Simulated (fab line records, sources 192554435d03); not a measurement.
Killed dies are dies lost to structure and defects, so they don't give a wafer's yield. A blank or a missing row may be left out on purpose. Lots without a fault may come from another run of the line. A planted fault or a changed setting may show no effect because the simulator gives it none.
fab line records | flow n5_finfet
record lots=9 wafers=27 last_day=18
route steps=1938 shown BEOL_M4@1111 BEOL_M14@1729 PASSIVATION@1936
lots that met no fault: from a run of the same line without faults
start_h: hours from the record's first day to the start of the lot's first wafer shown | wait_h: hours since the lot's step before | " the same as in the row above | L1.1+2: a row that stands for several wafers | - no value, or no start given | * or withheld: withheld | < > ~ a bound
route shown NAME@n: a module of which the file shows steps, and the number in the route of the first | usual: mean/standard deviation of fault-free wafers | same: alike in all rows | chamber/n: place in a boat | sites: the reading at each site | _std_site: their standard deviation | _edge_site: outer sites' mean less inner sites' | radius_mm: how far each site lies from the wafer's centre | mask NAME#n: copy n | behind: the tool/chamber that last shaped the wafer | hold: why the lot was held/for how many hours/how that ended | device: the transistor (n, p or np) that didn't switch | end of line: the same wafers' tests at the end of the route | a step without rows: its recipe alone | killed: dies lost to structure and defects at the first sort, not the wafer's yield | map: a wafer's dies, x killed, . not, _ none there
set.NAME: the setting as run; set.NAME@STEP: as run at that earlier step | model.NAME: the simulator's own value behind a step, which no gauge read
steps of the route over a sample of lots; a table a step, a row a wafer
services: from which hour (start_h, from the record's first day; less than 0 if before it) a tool's chamber was out of use, for how many hours, and why
## steps
# step N5_BEOL_M4_RC_MEAS_101
# usual DIBL_N=36.9/1.7 DIBL_P=37.3/2.3 IOFF_N=0.16/0.033 IOFF_P=0.22/0.04 ION_N=673/12 ION_P=463/8 SS_N=71.6/0.58 SS_P=73.4/0.74 VT_N=250/3.2 VT_P=-250/3.4
# columns lot.wafer tool chamber start_h wait_h DIBL_N[mV/V] DIBL_P[mV/V] IOFF_N[nA/um] IOFF_P[nA/um] ION_N[uA/um] ION_P[uA/um] SS_N[mV/dec] SS_P[mV/dec] VT_N[mV] VT_P[mV]
L179.1 prober-01 0 194.08 0.0 38.5 38.0 0.19 0.23 677 456 72.2 73.7 247 -252
L179.2 " 0 " " 35.9 34.2 0.13 0.18 656 452 71.5 72.1 252 -255
L179.5 " 0 " " 35.7 33.9 0.14 0.17 658 446 71.7 72.0 253 -257
L181.4 prober-02 0 205.12 0.5 36.4 38.5 0.17 0.25 664 460 72.0 73.9 248 -251
L181.5 " 0 " " 37.5 39.4 0.19 0.26 675 465 71.8 73.2 248 -251
L181.6 " 0 " " 35.8 37.3 0.16 0.23 666 461 71.3 73.3 248 -249
L189.1 prober-02 0 254.92 0.0 38.1 37.7 0.17 0.26 676 469 71.7 73.6 250 -247
L189.5 " 0 " " 38.0 36.8 0.17 0.22 674 462 71.7 73.1 248 -252
L189.6 " 0 " " 36.9 36.9 0.17 0.24 699 477 71.6 73.4 249 -249
L187.2 prober-01 0 256.41 0.2 36.9 36.1 0.15 0.25 664 464 70.8 72.6 251 -243
L187.3 " 0 " " 37.1 36.9 0.15 0.26 666 464 71.7 73.8 252 -248
L187.6 " 0 " " 37.4 37.8 0.17 0.28 686 474 71.7 72.7 249 -243
L190.1 prober-01 0 261.93 0.0 35.4 36.1 0.14 0.18 682 468 71.1 73.3 252 -256
L190.2 " 0 " " 35.7 36.8 0.13 0.19 650 452 71.7 73.2 255 -253
L190.6 " 0 " " 35.7 36.9 0.13 0.20 669 462 71.7 73.1 251 -252
L195.2 prober-02 0 304.66 0.2 37.1 37.2 0.18 0.22 677 461 71.6 74.7 246 -251
L195.3 " 0 " " 34.8 35.2 0.14 0.18 677 458 70.7 72.4 252 -254
L195.4 " 0 " " 32.6 31.7 0.10 0.15 650 449 69.9 72.3 257 -259
L197.3 prober-02 0 307.75 0.3 38.6 39.3 0.18 0.24 673 459 71.7 73.9 252 -252
L197.4 " 0 " " 39.3 39.4 0.18 0.23 669 459 72.6 74.4 251 -253
L197.5 " 0 " " 37.7 38.0 0.14 0.21 661 453 72.0 73.8 255 -255
L196.3 prober-01 0 308.31 0.3 34.2 36.0 0.12 0.19 669 467 71.6 72.4 256 -254
L196.5 " 0 " " 39.0 41.1 0.20 0.27 677 465 72.0 73.9 246 -248
L196.6 " 0 " " 36.4 37.0 0.14 0.21 667 464 71.3 73.9 254 -248
L198.2 prober-02 0 311.07 0.2 36.1 35.9 0.13 0.19 649 447 71.3 72.5 254 -250
L198.4 " 0 " " 38.0 37.9 0.15 0.22 676 464 71.4 73.6 252 -249
L198.5 " 0 " " 37.1 36.7 0.14 0.20 662 456 70.7 73.4 252 -253
# step N5_BEOL_M14_DESCUM_15
# recipe chemistry=O2 time_s=7.9 source_power_w=50 bias_power_w=20 pressure_mtorr=20 rf_frequency_hz=2.712e+07 temp_c=40 o2_flow_sccm=225
# usual drypump_motor_current_A=5.9/0.35 oes_product_au=0.83/0.066 rf_vpp_V=243.4/1.1 showerhead_plenum_p_Torr=2.12/0.058 temp_c=39.99/0.12 throttle_valve_pct=20.44/0.22
# columns lot.wafer tool chamber start_h wait_h drypump_motor_current_A oes_product_au rf_hours_counter_h rf_vpp_V showerhead_plenum_p_Torr temp_c throttle_valve_pct
L179.1 rie_diel-01 1 264.59 0.0 6.0 0.88 28 242.7 2.06 40.06 20.35
L179.2 " 3 " " 5.3 0.84 58 245.4 2.23 39.92 20.71
L179.5 " 3 " " 5.3 0.84 - 245.9 2.23 39.83 20.71
L181.4 rie_diel-06 3 291.61 0.0 5.4 0.66 246 243.2 2.05 39.86 20.78
L181.5 " 2 " " 5.7 0.82 - 242.4 2.02 39.83 20.31
L181.6 " 1 " " 6.5 0.86 - 243.1 2.14 39.81 20.74
L189.1 rie_diel-02 2 335.64 0.0 6.2 0.82 101 242.9 2.11 40.11 20.18
L189.5 " 0 " " 6.0 0.79 - 242.4 2.11 40.07 20.29
L189.6 " 3 " " 5.5 0.80 - 244.6 2.14 39.88 20.24
L187.2 rie_diel-02 1 339.68 0.0 5.5 0.96 8 244.5 2.15 40.06 20.62
L187.3 " 3 " " 5.5 0.80 77 244.1 2.14 40.12 20.24
L187.6 " 0 " " 6.0 0.78 - 244.9 2.10 40.03 20.30
L190.1 rie_diel-06 3 339.93 0.1 5.4 1.00 8 243.1 2.05 39.90 20.38
L190.2 " 0 " " 6.2 0.82 83 243.7 2.03 40.15 20.69
L190.6 " 0 " " 6.2 0.83 - 242.4 2.03 40.12 20.71
L196.3 rie_diel-01 2 378.22 0.0 5.9 0.91 36 244.9 2.14 39.74 20.39
L196.5 " 2 " " 5.9 0.91 - 246.3 2.14 39.86 20.39
L196.6 " 3 " " 5.3 0.80 - 244.8 2.21 39.95 20.76
L195.2 rie_diel-02 3 378.37 0.1 5.5 0.81 85 243.8 2.14 40.16 20.24
L195.3 " 2 " " 6.2 0.81 116 241.8 2.11 39.77 20.19
L195.4 " 0 " " 6.0 0.78 130 242.1 2.10 40.02 20.32
L198.2 rie_diel-02 2 382.24 0.0 6.2 0.80 118 243.8 2.11 40.04 20.21
L198.4 " 0 " " 6.0 0.77 132 240.6 2.10 40.14 20.32
L198.5 " 0 " " 6.0 0.77 - 242.8 2.10 39.91 20.33
L197.3 rie_diel-02 1 389.96 0.0 5.5 0.91 26 242.1 2.14 40.01 20.63
L197.4 " 3 " " 5.5 0.78 89 244.5 2.14 39.92 20.25
L197.5 " 2 " " 6.2 0.80 - 243.1 2.10 39.93 20.22
# step N5_BEOL_M14_OVL_MEAS_29
# recipe points_per_wafer=44
# usual M14_OVL=-1/5.4
# columns lot.wafer tool chamber start_h wait_h M14_OVL[nm]
L179.1 overlay-02 0 265.51 0.0 -4
L179.2 " 0 " " -1
L179.5 " 0 " " -6
L181.4 overlay-02 0 292.41 0.0 -9
L181.5 " 0 " " -7
L181.6 " 0 " " -2
L189.1 overlay-02 0 336.43 0.0 -4
L189.5 " 0 " " 0
L189.6 " 0 " " -2
L187.2 overlay-01 0 340.47 0.0 9
L187.3 " 0 " " 8
L187.6 " 0 " " 11
L190.1 overlay-01 0 340.84 0.0 -4
L190.2 " 0 " " -1
L190.6 " 0 " " -6
L196.3 overlay-01 0 379.14 0.0 1
L196.5 " 0 " " 0
L196.6 " 0 " " -9
L195.2 overlay-02 0 379.30 0.0 7
L195.3 " 0 " " 14
L195.4 " 0 " " 6
L198.2 overlay-02 0 383.16 0.0 3
L198.4 " 0 " " 0
L198.5 " 0 " " 9
L197.3 overlay-02 0 390.88 0.0 4
L197.4 " 0 " " 1
L197.5 " 0 " " -3
# step N5_BEOL_M14_SPUTTER_44
# recipe material=Ta target_thk_a=150 temp_c=50 bias_v=80 power_w=15000 chamber_pressure_pa=0.07 time_s=24.19
# usual bias_v=79.9/0.78 cathode_dc_power_W=15000/2.7 throttle_valve_pct=29.5/0.9
# columns lot.wafer tool chamber start_h wait_h bias_v cathode_dc_power_W throttle_valve_pct
L179.1 pvd_sputter-01 - 274.16 0.0 80.2 14996 29.1
L179.2 " - " " 82.0 15000 32.3
L179.5 " - " " 79.8 14999 29.0
L181.4 pvd_sputter-02 - 295.94 0.0 80.0 15002 29.3
L181.5 " - " " 80.0 15000 29.3
L181.6 " - " " 79.5 15001 29.5
L189.1 pvd_sputter-01 - 338.03 0.0 - - -
L189.5 " - " " - - -
L189.6 " - " " - - -
L187.2 pvd_sputter-01 - 343.79 0.0 - - -
L187.3 " - " " - - -
L187.6 " - " " - - -
L190.1 pvd_sputter-02 - 346.49 0.0 80.0 14997 29.6
L190.2 " - " " 80.0 15003 29.1
L190.6 " - " " 81.1 14997 28.8
L196.3 pvd_sputter-01 - 381.36 0.0 79.3 14997 32.2
L196.5 " - " " 79.9 15001 29.1
L196.6 " - " " 79.7 14995 29.9
L195.2 pvd_sputter-03 - 381.55 0.0 80.2 15002 30.4
L195.3 " - " " 79.5 14998 30.5
L195.4 " - " " 80.3 15003 29.3
L198.2 pvd_sputter-02 - 384.47 0.0 79.7 14998 28.1
L198.4 " - " " 79.9 15003 29.6
L198.5 " - " " 79.7 14997 29.4
L197.3 pvd_sputter-02 - 394.83 0.0 79.8 14996 29.2
L197.4 " - " " 80.4 14999 28.2
L197.5 " - " " 79.2 14998 29.4
# step N5_BEOL_M14_CMP_49
# recipe stop_on=SiO2 t_overpolish_s=5.2 down_force_psi=2 platen_rpm=80 clearing_platen_down_force_psi=2 clearing_platen_rpm=80 post_cmp_clean=cu_alkaline target_thk_nm=560 clearing_platen_pad_velocity_m_s=1.5917 pad_velocity_m_s=1.5917
# usual barrier_field_endpoint_s=11.40/0.28 motor_current_A=8.0/0.69 platen_rpm=80.00/0.051 retaining_ring_pressure_frac=1.000/0.005
# columns lot.wafer tool chamber start_h wait_h barrier_field_endpoint_s motor_current_A platen_rpm retaining_ring_pressure_frac
L179.2 cmp-02 1 275.18 0.2 11.18 8.9 79.97 0.994
L179.1 " 0 " " 11.42 8.6 80.04 1.009
L179.5 " 1 " " 11.46 8.9 80.06 0.999
L181.4 cmp-02 1 296.72 0.1 11.09 8.6 80.04 0.993
L181.6 " 1 " " 11.36 8.6 79.96 1.000
L181.5 " 2 " " 11.17 7.4 80.00 0.999
L189.1 cmp-03 3 338.79 0.3 5.73 7.1 80.05 0.997
L189.6 " 1 " " 5.75 9.2 79.97 1.000
L189.5 " 2 " " 5.76 9.8 79.99 0.995
L187.2 cmp-02 0 344.57 0.3 5.48 8.6 80.01 1.002
L187.3 " 1 " " 5.58 8.8 79.98 0.992
L187.6 " 2 " " 5.40 7.2 80.02 1.003
L190.1 cmp-01 0 347.26 0.3 11.96 7.7 79.94 1.007
L190.2 " 1 " " 11.37 7.9 80.03 1.000
L190.6 " 3 " " 11.42 8.1 79.97 0.994
L196.3 cmp-01 0 382.21 0.2 11.59 7.5 79.93 0.996
L196.6 " 3 " " 11.55 8.2 79.94 0.994
L196.5 " 0 " " 11.34 7.7 79.93 0.994
L195.4 cmp-03 0 382.41 0.1 11.03 8.9 80.16 1.003
L195.3 " 1 " " 11.08 8.7 80.01 0.990
L195.2 " 2 " " 11.69 9.0 79.91 1.006
L198.2 cmp-01 1 385.16 0.2 11.20 7.9 80.02 1.009
L198.4 " 2 " " 11.26 7.2 79.97 1.005
L198.5 " 2 " " 11.24 7.0 79.98 0.999
L197.3 cmp-03 2 395.51 0.2 11.32 9.1 80.07 1.000
L197.4 " 0 " " 11.25 8.7 79.97 1.006
L197.5 " 2 " " 11.58 9.5 79.99 1.002
# step N5_BEOL_M14_DEP_53
# recipe material=SiCN target_thk_a=500 temp_c=withheld precursor=3MS/NH3 pressure_torr=3 rf_w=675 time_s=17.8
# usual showerhead_plenum_p_Torr=4.155/0.0099 showerhead_vpp_V=1602/70 throttle_valve_pct=17.7/0.78
# columns lot.wafer tool chamber start_h wait_h showerhead_plenum_p_Torr showerhead_vpp_V since_wet_clean_h throttle_valve_pct
L179.1 pecvd-04 2 275.53 0.0 4.139 1480 44 16.8
L179.2 " 1 " " 4.151 1477 1523 17.9
L179.5 " 0 " " 4.150 1609 - 18.4
L181.4 pecvd-04 2 297.09 0.0 4.146 1479 - 16.9
L181.5 " 1 " " 4.150 1500 - 18.1
L181.6 " 0 " " 4.153 1590 - 18.0
L189.1 pecvd-02 1 339.07 0.0 4.159 1683 1768 18.8
L189.5 " 1 " " 4.158 1678 - 18.6
L189.6 " 0 " " 4.156 1606 - 17.8
L187.2 pecvd-03 1 344.86 0.0 4.154 1672 2136 18.0
L187.3 " 1 " " 4.174 1668 - 17.6
L187.6 " 1 " " 4.165 1670 - 17.7
L190.1 pecvd-02 1 347.54 0.0 4.153 1651 1776 19.0
L190.2 " 0 " " 4.149 1603 1051 18.1
L190.6 " 0 " " 4.151 1635 - 18.0
L196.3 pecvd-03 2 382.53 0.0 4.158 1546 695 17.0
L196.5 " 1 " " 4.161 1708 - 17.8
L196.6 " 0 " " 4.153 1657 - 19.0
L195.2 pecvd-04 1 382.77 0.0 4.155 1499 1630 17.9
L195.3 " 0 " " 4.149 1620 905 18.0
L195.4 " 2 " " 4.148 1494 - 17.2
L198.2 pecvd-03 2 385.53 0.0 4.160 1576 698 17.2
L198.4 " 2 " " 4.147 1559 - 16.9
L198.5 " 0 " " 4.149 1682 - 19.0
L197.3 pecvd-02 0 395.87 0.0 4.160 1600 1100 18.0
L197.4 " 0 " " 4.144 1614 - 17.6
L197.5 " 2 " " 4.171 1592 - 16.6
# step N5_PASSIVATION_PROBE_49
# usual defect_limited_yield=91.2/1.3 killed_at_M0_to_M3=34/10 killed_at_M4_up=13/4.6 killed_at_contacts=13/5.5 killed_at_front_end=41/12 killed_at_other=2.8/2.4 killed_dies=104/16 killed_on_rim=14/4.2 killed_open=67/12 killed_short=33/7.2 sort_bin_5_function=5.1/0.86 sort_bin_6_memory=3.3/0.62 sort_n_pass=1076/16 sort_yield_pct=91.2/1.3
# same gross_dies=1180 killed_at_back_side=0 sort_bin_4_leakage[%]=0 sort_bin_8_speed[%]=0
# columns lot.wafer tool chamber start_h wait_h defect_limited_yield[%] killed_at_M0_to_M3 killed_at_M4_up killed_at_contacts killed_at_front_end killed_at_other killed_dies killed_on_rim killed_open killed_short sort_bin_5_function[%] sort_bin_6_memory[%] sort_n_pass sort_yield_pct[%]
L179.1 prober-02 - 301.86 0.0 91.7 32 9 25 31 1 98 9 61 31 4.6 3.3 1082 91.7
L179.2 prober-02 - 301.91 0.1 92.6 30 7 14 36 0 87 12 56 26 4.2 2.9 1093 92.6
L179.5 prober-02 - 302.06 0.2 92.6 21 14 19 25 8 87 14 60 26 4.2 3.1 1093 92.6
L181.4 prober-01 - 317.37 0.2 91.4 35 10 7 50 0 102 15 68 30 4.7 3.7 1078 91.4
L181.5 prober-01 - 317.42 0.2 91.3 34 17 17 34 1 103 4 68 28 4.8 3.6 1077 91.3
L181.6 prober-01 - 317.47 0.3 89.8 35 15 11 56 3 120 21 89 25 5.7 4.4 1060 89.8
L189.1 prober-02 - 358.99 0.0 81.4 37 126 11 46 0 220 22 65 38 14.7 3.3 960 81.4
L189.5 prober-02 - 359.19 0.2 82.2 31 120 5 54 0 210 69 74 32 14.6 2.9 970 82.2
L189.6 prober-02 - 359.24 0.3 80.3 22 139 16 55 1 233 20 69 31 16.1 2.5 947 80.3
L187.2 prober-02 - 364.58 0.1 81.4 39 117 6 56 2 220 13 69 41 14.7 3.4 960 81.4
L187.3 prober-02 - 364.63 0.1 80.3 68 111 14 35 4 232 50 76 47 15.2 3.9 948 80.3
L187.6 prober-02 - 364.78 0.3 81.3 37 117 20 45 2 221 62 73 36 15.4 2.9 959 81.3
L190.1 prober-01 - 369.72 0.0 89.9 42 13 16 44 4 119 16 88 27 5.4 4.4 1061 89.9
L190.2 prober-01 - 369.77 0.1 92.3 16 14 5 46 10 91 15 60 27 5.0 2.6 1089 92.3
L190.6 prober-01 - 369.97 0.3 90.8 47 4 13 41 4 109 14 76 27 5.4 3.4 1071 90.8
L196.3 prober-02 - 402.21 0.1 90.8 28 5 9 64 3 109 17 70 33 5.2 3.3 1071 90.8
L196.5 prober-02 - 402.31 0.2 87.9 36 19 26 59 3 143 20 94 39 7.3 3.9 1037 87.9
L196.6 prober-02 - 402.36 0.3 89.7 39 10 10 56 6 121 20 71 47 5.0 4.7 1059 89.7
L198.2 prober-02 - 407.18 0.1 90.9 49 14 4 34 6 107 22 71 33 5.3 3.6 1073 90.9
L198.4 prober-02 - 407.28 0.2 89.9 53 19 3 37 7 119 14 58 50 6.2 2.8 1061 89.9
L198.5 prober-02 - 407.33 0.2 94.6 37 3 2 21 1 64 12 35 29 2.6 2.5 1116 94.6
L195.2 prober-01 - 407.35 0.1 91.4 37 16 18 28 2 101 10 61 34 4.9 3.3 1079 91.4
L195.3 prober-01 - 407.40 0.1 95.0 25 4 12 18 0 59 10 44 9 2.8 1.9 1121 95.0
L195.4 prober-01 - 407.45 0.2 93.1 26 11 13 30 1 81 11 56 19 4.4 2.2 1099 93.1
L197.3 prober-02 - 419.94 0.1 90.4 39 10 10 48 6 113 10 83 25 5.4 4.1 1067 90.4
L197.4 prober-02 - 419.99 0.2 91.6 28 15 8 47 1 99 14 64 31 4.7 3.2 1081 91.6
L197.5 prober-02 - 420.04 0.2 90.6 40 17 17 29 8 111 17 76 30 5.3 4.0 1069 90.6
# killed by level:class
L179.1 MOL_CONTACT_COAG:geometric_particle:open=16 STI_FIN_REVEAL:geometric_particle:open=9 MOL_CONTACT_COAG:geometric_particle:short=8 BEOL_M3:geometric_particle:open=7 BEOL_M2:geometric_particle:open=6 FIN_SAQP:geometric_particle:short=5 STI_FIN_REVEAL:geometric_particle:short=4 BEOL_M0_SAQP:geometric_particle:open=4
L179.2 MOL_CONTACT_COAG:geometric_particle:open=11 BEOL_M3:geometric_particle:open=11 GATE_CUT:geometric_particle:short=8 FIN_SAQP:geometric_particle:short=7 BEOL_M0_SAQP:geometric_particle:open=6 DUMMY_GATE:geometric_particle:open=5 STI_FIN_REVEAL:geometric_particle:open=4 FIN_SAQP:geometric_particle:open=3
L179.5 MOL_CONTACT_COAG:geometric_particle:open=18 FIN_SAQP:geometric_particle:short=6 BEOL_M0_SAQP:geometric_particle:short=5 BEOL_M2:geometric_particle:open=5 STI_FIN_REVEAL:geometric_particle:open=4 DUMMY_GATE:geometric_particle:open=4 BEOL_M0_SAQP:geometric_particle:open=4 BEOL_M4:geometric_particle:open=4
L181.4 STI_FIN_REVEAL:geometric_particle:open=17 BEOL_M3:geometric_particle:open=7 BEOL_M1:geometric_particle:open=7 FIN_SAQP:geometric_particle:short=6 BEOL_M0_SAQP:geometric_particle:open=6 BEOL_M2:geometric_particle:open=6 GATE_CUT:geometric_particle:short=5 FIN_SAQP:geometric_particle:open=4
L181.5 MOL_CONTACT_COAG:geometric_particle:open=14 BEOL_M0_SAQP:geometric_particle:short=9 DUMMY_GATE:geometric_particle:open=7 BEOL_M3:geometric_particle:open=7 GATE_CUT:geometric_particle:short=6 BEOL_M4:geometric_particle:open=6 BEOL_M2:geometric_particle:open=5 STI_FIN_REVEAL:geometric_particle:open=4
L181.6 DUMMY_GATE:geometric_particle:open=21 MOL_CONTACT_COAG:geometric_particle:open=10 STI_FIN_REVEAL:geometric_particle:open=9 BEOL_M0_SAQP:geometric_particle:short=7 FIN_SAQP:geometric_particle:open=6 BEOL_M0_SAQP:geometric_particle:open=6 BEOL_M3:geometric_particle:open=6 BEOL_M5:geometric_particle:open=6
L189.1 BEOL_M14:area_sputter=115 STI_FIN_REVEAL:geometric_particle:open=9 BEOL_M1:geometric_particle:open=8 BEOL_M0_SAQP:geometric_particle:open=7 FIN_SAQP:geometric_particle:open=6 MOL_CONTACT_COAG:geometric_particle:short=6 BEOL_M2:geometric_particle:open=6 DUMMY_GATE:geometric_particle:open=5
L189.5 BEOL_M14:area_sputter=102 STI_FIN_REVEAL:geometric_particle:open=13 BEOL_M0_SAQP:geometric_particle:short=10 GATE_CUT:geometric_particle:short=10 BEOL_M0_SAQP:geometric_particle:open=9 GATE_CUT:geometric_particle:open=8 BEOL_M4:geometric_particle:open=7 MOL_CONTACT_COAG:geometric_particle:open=5
L189.6 BEOL_M14:area_sputter=124 MOL_CONTACT_COAG:geometric_particle:open=12 GATE_CUT:geometric_particle:short=11 BEOL_M4:geometric_particle:open=10 STI_FIN_REVEAL:geometric_particle:open=9 FIN_SAQP:geometric_particle:open=8 HKMG_FIN:area_etch=8 BEOL_M3:geometric_particle:open=7
L187.2 BEOL_M14:area_sputter=104 STI_FIN_REVEAL:geometric_particle:open=13 GATE_CUT:geometric_particle:short=10 BEOL_M2:geometric_particle:open=9 FIN_SAQP:geometric_particle:short=8 BEOL_M3:geometric_particle:open=8 BEOL_M0_SAQP:geometric_particle:open=7 GATE_CUT:geometric_particle:open=6
L187.3 BEOL_M14:area_sputter=106 BEOL_M0_SAQP:geometric_particle:short=16 BEOL_M3:geometric_particle:open=15 MOL_CONTACT_COAG:geometric_particle:open=14 BEOL_M1:geometric_particle:open=13 BEOL_M0_SAQP:geometric_particle:open=12 GATE_CUT:geometric_particle:short=10 BEOL_M1:geometric_particle:short=6
L187.6 BEOL_M14:area_sputter=109 MOL_CONTACT_COAG:geometric_particle:open=19 BEOL_M3:geometric_particle:open=12 BEOL_M0_SAQP:geometric_particle:short=9 STI_FIN_REVEAL:geometric_particle:open=7 GATE_CUT:geometric_particle:open=7 GATE_CUT:geometric_particle:short=7 BEOL_M0_SAQP:geometric_particle:open=6
L190.1 FIN_SAQP:geometric_particle:open=15 MOL_CONTACT_COAG:geometric_particle:open=12 BEOL_M0_SAQP:geometric_particle:open=11 BEOL_M2:geometric_particle:open=11 BEOL_M0_SAQP:geometric_particle:short=10 BEOL_M1:geometric_particle:open=8 BEOL_M5:geometric_particle:open=8 DUMMY_GATE:geometric_particle:open=7
L190.2 STI_FIN_REVEAL:geometric_particle:open=9 FIN_SAQP:geometric_particle:open=9 FIN_SAQP:geometric_particle:short=7 BEOL_M2:geometric_particle:open=6 BEOL_M0_SAQP:geometric_particle:short=5 GATE_CUT:geometric_particle:open=4 MOL_CONTACT_COAG:geometric_particle:open=4 STARTING-WAFER:geometric_particle:open=4
L190.6 BEOL_M0_SAQP:geometric_particle:open=15 BEOL_M2:geometric_particle:open=15 FIN_SAQP:geometric_particle:short=8 FIN_SAQP:geometric_particle:open=8 MOL_CONTACT_COAG:geometric_particle:open=8 BEOL_M0_SAQP:geometric_particle:short=6 STARTING-WAFER:geometric_particle:open=6 GATE_CUT:geometric_particle:open=5
L196.3 FIN_SAQP:geometric_particle:open=22 FIN_SAQP:geometric_particle:short=12 STI_FIN_REVEAL:geometric_particle:open=8 MOL_CONTACT_COAG:geometric_particle:open=7 BEOL_M0_SAQP:geometric_particle:open=6 BEOL_M0:geometric_particle:open=5 ILD0:geometric_particle:short=4 BEOL_M0_SAQP:geometric_particle:short=4
L196.5 MOL_CONTACT_COAG:geometric_particle:open=20 FIN_SAQP:geometric_particle:open=19 BEOL_M0_SAQP:geometric_particle:open=12 FIN_SAQP:geometric_particle:short=8 BEOL_M0_SAQP:geometric_particle:short=7 BEOL_M2:geometric_particle:open=7 STARTING-WAFER:geometric_particle:short=7 STI_FIN_REVEAL:geometric_particle:open=5
L196.6 FIN_SAQP:geometric_particle:short=20 FIN_SAQP:geometric_particle:open=16 BEOL_M0_SAQP:geometric_particle:short=11 BEOL_M0_SAQP:geometric_particle:open=9 STI_FIN_REVEAL:geometric_particle:open=8 MOL_CONTACT_COAG:geometric_particle:open=8 BEOL_M2:geometric_particle:open=6 ILD0:geometric_particle:open=4
L198.2 BEOL_M2:geometric_particle:open=11 BEOL_M3:geometric_particle:open=9 STI_FIN_REVEAL:geometric_particle:open=7 BEOL_M0_SAQP:geometric_particle:open=7 BEOL_M1:geometric_particle:open=6 FIN_SAQP:geometric_particle:short=5 MOL_CONTACT_COAG:geometric_particle:open=4 BEOL_M0_SAQP:geometric_particle:short=4
L198.4 BEOL_M0_SAQP:geometric_particle:short=19 FIN_SAQP:geometric_particle:short=11 BEOL_M0_SAQP:geometric_particle:open=11 BEOL_M4:geometric_particle:open=9 STI_FIN_REVEAL:geometric_particle:open=6 BEOL_M3:geometric_particle:open=5 HKMG_FIN:area_etch=5 BEOL_M1:geometric_particle:open=4
L198.5 BEOL_M0_SAQP:geometric_particle:short=12 BEOL_M0_SAQP:geometric_particle:open=9 BEOL_M2:geometric_particle:open=7 FIN_SAQP:geometric_particle:short=4 BEOL_M2:geometric_particle:short=4 FIN_SAQP:geometric_particle:open=3 STARTING-WAFER:geometric_particle:short=3 STARTING-WAFER:geometric_particle:open=3
L195.2 MOL_CONTACT_COAG:geometric_particle:open=12 BEOL_M0_SAQP:geometric_particle:short=10 BEOL_M2:geometric_particle:open=7 STI_FIN_REVEAL:geometric_particle:open=6 MOL_CONTACT_COAG:geometric_particle:short=6 BEOL_M1:geometric_particle:open=5 BEOL_M0_SAQP:geometric_particle:open=5 BEOL_M4:geometric_particle:open=5
L195.3 BEOL_M3:geometric_particle:open=10 MOL_CONTACT_COAG:geometric_particle:open=8 STI_FIN_REVEAL:geometric_particle:open=4 MOL_CONTACT_COAG:geometric_particle:short=4 BEOL_M2:geometric_particle:open=4 DUMMY_GATE:geometric_particle:open=3 BEOL_M0_SAQP:geometric_particle:open=3 STARTING-WAFER:geometric_particle:open=3
L195.4 MOL_CONTACT_COAG:geometric_particle:open=11 BEOL_M1:geometric_particle:open=9 FIN_SAQP:geometric_particle:open=5 BEOL_M3:geometric_particle:open=5 FIN_SAQP:geometric_particle:short=3 STI_FIN_REVEAL:geometric_particle:short=3 STI_FIN_REVEAL:geometric_particle:open=3 DUMMY_GATE:geometric_particle:open=3
L197.3 STI_FIN_REVEAL:geometric_particle:open=18 FIN_SAQP:geometric_particle:open=9 MOL_CONTACT_COAG:geometric_particle:open=7 BEOL_M0_SAQP:geometric_particle:open=7 BEOL_M3:geometric_particle:open=6 BEOL_M0:geometric_particle:open=5 GATE_CUT:geometric_particle:open=5 BEOL_M0_SAQP:geometric_particle:short=5
L197.4 FIN_SAQP:geometric_particle:open=16 FIN_SAQP:geometric_particle:short=9 BEOL_M1:geometric_particle:open=8 BEOL_M0_SAQP:geometric_particle:open=7 MOL_CONTACT_COAG:geometric_particle:open=4 MOL_CONTACT_COAG:geometric_particle:short=4 BEOL_M0_SAQP:geometric_particle:short=4 BEOL_M4:geometric_particle:open=4
L197.5 MOL_CONTACT_COAG:geometric_particle:open=14 STI_FIN_REVEAL:geometric_particle:open=8 BEOL_M0_SAQP:geometric_particle:short=7 BEOL_M0_SAQP:geometric_particle:open=7 BEOL_M1:geometric_particle:open=7 FIN_SAQP:geometric_particle:short=5 BEOL_M3:geometric_particle:open=5 BEOL_M4:geometric_particle:open=5
## services
# columns tool chamber start_h hours kind
rie_diel-01 2 254.45 7.3 repair
cmp-01 - 268.13 1.9 repair
pecvd-04 0 287.85 5.5 scheduled_down
cmp-01 - 289.09 4.0 pm
cmp-01 - 293.09 - consumable_replace:conditioner
cmp-01 - 293.09 - consumable_replace:pad
cmp-03 - 296.21 4.0 pm
cmp-02 - 297.12 0.5 repair
cmp-03 - 300.21 - consumable_replace:conditioner
cmp-03 - 300.21 - consumable_replace:pad
rie_diel-02 1 302.20 - clean
rie_diel-02 1 302.20 - consumable_replace:focus_ring
rie_diel-02 1 302.20 17.0 scheduled_down
rie_diel-02 1 302.20 17.0 vent_cycle
rie_diel-01 2 315.73 7.1 repair
cmp-03 - 316.56 0.2 repair
cmp-02 - 321.56 0.3 repair
pecvd-03 0 344.56 12.3 repair
pecvd-04 - 348.20 2.8 pm
rie_diel-02 3 350.59 13.3 repair
pecvd-02 1 357.92 2.1 scheduled_down
pvd_sputter-02 - 366.38 0.7 repair
rie_diel-02 1 372.17 3.1 repair
cmp-02 - 393.56 1.6 repair
## key
first_sign step=N5_BEOL_M14_SPUTTER_44 reading=tool_record direction=missing
effect step=N5_BEOL_M14_CMP_49 reading=barrier_field_endpoint_s direction=down sigmas=21 usual=11.40 struck=5.62
effect step=N5_PASSIVATION_PROBE_49 reading=killed_at_M4_up direction=up sigmas=24 usual=13 struck=122
more_kills_born_at N5_BEOL_M14_SPUTTER_44@pvd_sputter-01=664
met_at N5_BEOL_M14_SPUTTER_44
struck_lots L187,L189
not_acting_at N5_BEOL_M14_DESCUM_15,N5_BEOL_M14_OVL_MEAS_29,N5_BEOL_M14_DEP_53
onset_between 274.16 338.03
fault kind=skipped_step_whole tool=pvd_sputter-01 chamber=- onset_h=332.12 steps=N5_BEOL_M14_SPUTTER_44 scope=struck_lots_only
